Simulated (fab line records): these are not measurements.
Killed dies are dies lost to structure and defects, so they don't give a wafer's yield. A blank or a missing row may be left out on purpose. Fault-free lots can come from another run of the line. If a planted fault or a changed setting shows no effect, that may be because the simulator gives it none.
A lot that was struck, set against a sound lot || flow n5Finfet || 35 out of 1938 route steps
Sound: wafers L958.4, L958.5, L958.6. Struck: wafer L957.1. (L957.3, L957.5 of the same lot were not struck and are left out.) The cause comes at the end.
Order at every step that has rows: each side's tool, ch and its chambers, its first start. Under that, the readings that differ: sound wafers || struck wafers || difference of the means || sigmas: that difference in standard deviations of wafers without a fault.
alike: a reading whose means differ by less than 2 such deviations, as well as words and numbers matching on both sides. not compared: withheld readings; readings where some wafer has no value; bounds like >300 that might hide an equal value; numbers whose values overlap and for which the record gives no deviation.
A row with sigmas, a row that says differs or no value, or rows on one side alone: a step with any of these is where the two part. Non-overlapping numbers with no deviation appear without sigmas and do not part them. A reading that every wafer of one side lacks parts them only if that side has two wafers or more.

first, 9 steps without rows for these wafers: N5_BEOL_M5_COAT_05 (resist thk 30 nm); N5_BEOL_M5_EBR_07; N5_BEOL_M5_SOFTBAKE_06 (time 60 s); N5_BEOL_M5_EXPOSE_08 (exposes mask M5, target cd 28 nm); N5_BEOL_M5_PEB_09 (peb time 60 s); N5_BEOL_M5_DEVELOP_10 (develop time 30 s); N5_BEOL_M5_DESCUM_16 (chemistry O2, time 7 s); N5_BEOL_M5_ETCH_72 (etches underlayer in N2/H2, target depth 6.5 nm, time 5.2 s); N5_BEOL_M5_ETCH_61 (etches SiARC in CF4, target depth 15.6 nm, time 26 s).
N5_BEOL_M5_ETCH_62: etches SOC in N2/H2, target depth 75 nm, overetch 15 nm, time 112.5 s.
  sound on rieDiel-02 ch 1,2,3, day 11 01:11; struck on rieDiel-04 ch 0, day 10 21:10
{"reading": "rfFwdPowerW (W)", "sound": "835.4 841.6 841.5", "struck": 632.7, "difference": -206.8, "sigmas": -83}
{"reading": "rfVppV (V)", "sound": "524.0 527.9 527.9", "struck": 575.6, "difference": "+49.0", "sigmas": "+19"}
{"reading": "model.SiARC_of_BEOL_M5_COAT_60.thkNm (nm)", "sound": "6.6 6.6 6.8", "struck": 7.4, "difference": "+0.7", "sigmas": ""}
{"reading": "model.BEOL_M5.cdNm (nm)", "sound": "27.8 27.8 28.2", "struck": 27.6, "difference": -0.3, "sigmas": ""}
  alike: drypumpMotorCurrentA, oesProductAu, showerheadPlenumPTorr, throttleValvePct
  not compared: rfHoursCounterH
then, 24 steps without rows for these wafers: N5_BEOL_M5_STRIP_63 (strips in N2/H2); N5_BEOL_M5_STRIP_73 (strips in N2/H2); N5_BEOL_M5_STRIP_64 (strips in CF4); N5_BEOL_M5_HM_OPEN_17 (chemistry Cl2/BCl3, target TiN, target depth 20 nm, overetch 6 nm); N5_BEOL_M5_STRIP_19 (strips in O2); N5_BEOL_M5_COAT_65 (time 60 s, resist thk 60 nm); N5_BEOL_M5_COAT_66 (time 60 s, resist thk 12 nm); N5_BEOL_M5_COAT_74 (time 60 s, resist thk 5 nm); N5_BEOL_M5_COAT_22 (resist thk 30 nm); N5_BEOL_M5_EBR_24; N5_BEOL_M5_SOFTBAKE_23 (time 60 s); N5_BEOL_M5_EXPOSE_25 (exposes mask V4, defocus 10 nm); N5_BEOL_M5_PEB_26 (peb time 60 s); N5_BEOL_M5_DEVELOP_27 (develop time 30 s); N5_BEOL_M5_DESCUM_33 (chemistry O2, time 7 s); N5_BEOL_M5_ETCH_75 (etches underlayer in N2/H2, target depth 6.5 nm, time 5.2 s); N5_BEOL_M5_ETCH_67 (etches SiARC in CF4, target depth 15.6 nm, time 26 s); N5_BEOL_M5_ETCH_68 (etches SOC in N2/H2, target depth 80 nm, overetch 16 nm, time 120 s); N5_BEOL_M5_STRIP_69 (strips in N2/H2); N5_BEOL_M5_STRIP_76 (strips in N2/H2); N5_BEOL_M5_VIA_ETCH_34 (etches SiCOH lowk in C4F6/O2, target depth 88.3 nm, time 39.2 s); N5_BEOL_M5_STRIP_85 (strips in C4F6/O2); N5_BEOL_M5_STRIP_36 (strips in N2/H2); N5_BEOL_M5_TRENCH_ETCH_37 (etches SiCOH lowk in C4F6/O2, target depth 71.652 nm, time 24.7 s).
N5_BEOL_M5_ETCH_41: etches SiCN in CH3F/O2, target depth 31.5 nm, time 56.7 s.
  sound: rieDiel-04 ch 1,2,3; struck: rieDiel-04 ch 1
  alike: O2_flow_sccm, drypumpMotorCurrentA, oesProductAu, rfFwdPowerW, rfVppV, showerheadPlenumPTorr, throttleValvePct
  not compared: rfHoursCounterH, model.BEOL_M5.cdNm

== WHERE THEY PART ==
N5_BEOL_M5_ETCH_62 only, going by this record. Later steps at which nothing parts them and some readings are alike: N5_BEOL_M5_ETCH_41.

WHY: what had been put in by the simulator
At N5_BEOL_M5_ETCH_62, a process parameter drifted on rieDiel-04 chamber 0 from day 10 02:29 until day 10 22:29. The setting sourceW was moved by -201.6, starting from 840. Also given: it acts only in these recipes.
